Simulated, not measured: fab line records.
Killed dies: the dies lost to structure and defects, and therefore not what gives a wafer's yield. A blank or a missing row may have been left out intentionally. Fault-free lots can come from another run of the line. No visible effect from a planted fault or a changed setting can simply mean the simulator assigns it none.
Which tool did it? ; flow n5Finfet ; 11 lots, 33 wafers sampled, at 1 step of a route of 1938

## WHAT THE GAUGES READ, wafer by wafer
N5_FIN_SAQP_THK_MEAS_05.
lot;measured;on;thkNm (nm)
L075;day 2 04:52;filmMetro-01;37.6 38.3 38.9
L077;day 2 15:42;filmMetro-01;37.1 37.6 38.5
L079;day 3 02:44;filmMetro-01;37.8 38.0 38.2
L081;day 3 15:14;filmMetro-01;37.3 37.6 37.8
L083;day 4 03:20;filmMetro-01;38.0 38.8 39.0
L085;day 4 15:52;filmMetro-01;37.2 37.6 38.4
L088;day 5 10:13;filmMetro-01;37.8 37.8 38.5
L090;day 5 22:43;filmMetro-02;37.7 38.3 37.8
L093;day 6 20:52;filmMetro-02;38.2 38.4 38.0
L095;day 7 03:37;filmMetro-02;37.0 38.1 37.6
L097;day 7 14:58;filmMetro-02;37.1 37.2 38.3

## TOOL THAT RAN EACH LOT (tool first, then ch and the chambers of the sampled wafers, then the start)
The record shows no process step preceding these readings.

## THE ANSWER, worked out from the rows above alone
Rule: the usual values come from the lots themselves. Put in order of their means at a reading, lots are off if they are a third of the lots or fewer, leave a main group of 4 or more, and stand apart from it by a gap of 3 or more times the standard deviation of the main group's means; of several such gaps the widest counts. Not used: any main group whose means are identical at the precision the tables above print for the reading. A lot without any number at a reading at which 4 lots or more have one is off too. All remaining lots with rows at the step are treated as sound.
Nothing can be told from this: no lot is off at any reading shown.

## WHAT THE SIMULATOR HAD PUT IN
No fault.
